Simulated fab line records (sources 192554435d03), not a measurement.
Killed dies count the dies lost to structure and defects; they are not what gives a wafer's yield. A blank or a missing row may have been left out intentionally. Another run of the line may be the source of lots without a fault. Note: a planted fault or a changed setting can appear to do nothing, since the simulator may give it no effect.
Comparing a struck lot with a sound one / flow n5-finfet / 36 steps out of a route of 1938
Sound: the wafers L256.2, L256.3, L256.4. Wafers struck: L267.1, L267.4, L267.5. The cause comes at the end.
Order at every step that has rows: each side's tool, ch and its chambers, its first start. Under that, the readings that differ: sound wafers / struck wafers / difference of the means / sigmas: that difference in standard deviations of wafers without a fault.
alike: words and numbers the same on both sides, and readings whose means are apart by under 2 such deviations; not compared: readings that were withheld, readings missing a value for some wafer, numbers with overlapping values and no deviation given by the record, and bounds like >300 which may hide the same value.
The two part at a step that has a row with sigmas, a row that says differs or no value, or rows on one side only. When numbers do not overlap yet have no deviation, they are printed without sigmas and do not part them. A reading missing from all wafers of one side parts the sides only when that side holds two or more wafers.

first, 9 steps without rows for these wafers: N5_BEOL_M4_ANNEAL_95 (time 240 s); N5_BEOL_M4_SPUTTER_96 (material Cu, target thk 4.5 nm, time 8.29 s); N5_BEOL_M4_ECD_50 (material Cu, target thk 300 nm); N5_BEOL_M4_ANNEAL_51 (time 90 s); N5_BEOL_M4_CMP_52 (polishes, stops on SiOC, t overpolish 6.8 s, target thk 40 nm); N5_BEOL_M4_PRE_CLEAN_60 (time 15 s); N5_BEOL_M4_CO_CAP_55 (material Co, precursor CCTBA/H2, target thk 2 nm, time 102.1 s); N5_BEOL_M4_PRE_CLEAN_56 (time 15 s); N5_BEOL_M4_DEP_57 (deposits SiCN from 3MS/NH3, target thk 8 nm, time 14 s).
N5_BEOL_M4_RC_MEAS_101:
  sound on prober-02 ch 0, day 9 21:12; struck on prober-01 ch 0, day 11 00:50
  alike: DIBL_N, DIBL_P, IOFF_N, IOFF_P, ION_N, ION_P, SS_N, SS_P, VT_N, VT_P
then, 24 steps without rows for these wafers: N5_BEOL_M5_ILD_DEP_00 (deposits SiCOH lowk from DEMS/porogen, target thk 140.64 nm, time 25.9 s); N5_BEOL_M5_CURE_79 (cures SiCOH lowk, time 240 s); N5_BEOL_M5_PECVD_70 (deposits SiO2 from TEOS/O2, target thk 16 nm, time 18 s); N5_BEOL_M5_HM_DEP_02 (deposits TiN, target thk 20 nm); N5_BEOL_M5_COAT_59 (time 60 s, resist thk 60 nm); N5_BEOL_M5_COAT_60 (time 60 s, resist thk 12 nm); N5_BEOL_M5_COAT_71 (time 60 s, resist thk 5 nm); N5_BEOL_M5_COAT_05 (resist thk 30 nm); N5_BEOL_M5_EBR_07; N5_BEOL_M5_SOFTBAKE_06 (time 60 s); N5_BEOL_M5_EXPOSE_08 (exposes mask M5, target cd 28 nm); N5_BEOL_M5_PEB_09 (peb time 60 s); N5_BEOL_M5_DEVELOP_10 (develop time 30 s); N5_BEOL_M5_DESCUM_16 (chemistry O2, time 7 s); N5_BEOL_M5_ETCH_72 (etches underlayer in N2/H2, target depth 6.5 nm, time 5.2 s); N5_BEOL_M5_ETCH_61 (etches SiARC in CF4, target depth 15.6 nm, time 26 s); N5_BEOL_M5_ETCH_62 (etches SOC in N2/H2, target depth 75 nm, overetch 15 nm, time 112.5 s); N5_BEOL_M5_STRIP_63 (strips in N2/H2); N5_BEOL_M5_STRIP_73 (strips in N2/H2); N5_BEOL_M5_STRIP_64 (strips in CF4); N5_BEOL_M5_HM_OPEN_17 (chemistry Cl2/BCl3, target TiN, target depth 20 nm, overetch 6 nm); N5_BEOL_M5_STRIP_19 (strips in O2); N5_BEOL_M5_COAT_65 (time 60 s, resist thk 60 nm); N5_BEOL_M5_COAT_66 (time 60 s, resist thk 12 nm).
N5_BEOL_M5_ALD_86: deposits TaN, pulse time 2 s, purge time 3 s, co reactant purge time 2 s.
  sound on ald-metal-03 ch 1,3, day 10 04:11; struck on ald-metal-03 ch 2,3, day 11 11:33
  no value came back on the struck wafers for ald-cycles, chamber-pressure-Torr (Torr), heater-power-w (W); on the sound wafers ald-cycles reads 30 30 30
-- here the record skips 4 days between the struck wafers' starts before and after, leaving off in module BEOL_M5 and picking up in module PASSIVATION (first step shown: number 1936 of the route) --
N5_PASSIVATION_PROBE_49:
  record: rows for the struck wafers here (prober-01, day 15 06:24), none for the sound ones

## WHERE THEY PART
First at N5_BEOL_M5_ALD_86; last, within this record, at N5_PASSIVATION_PROBE_49.

WHY: the cause the simulator had injected
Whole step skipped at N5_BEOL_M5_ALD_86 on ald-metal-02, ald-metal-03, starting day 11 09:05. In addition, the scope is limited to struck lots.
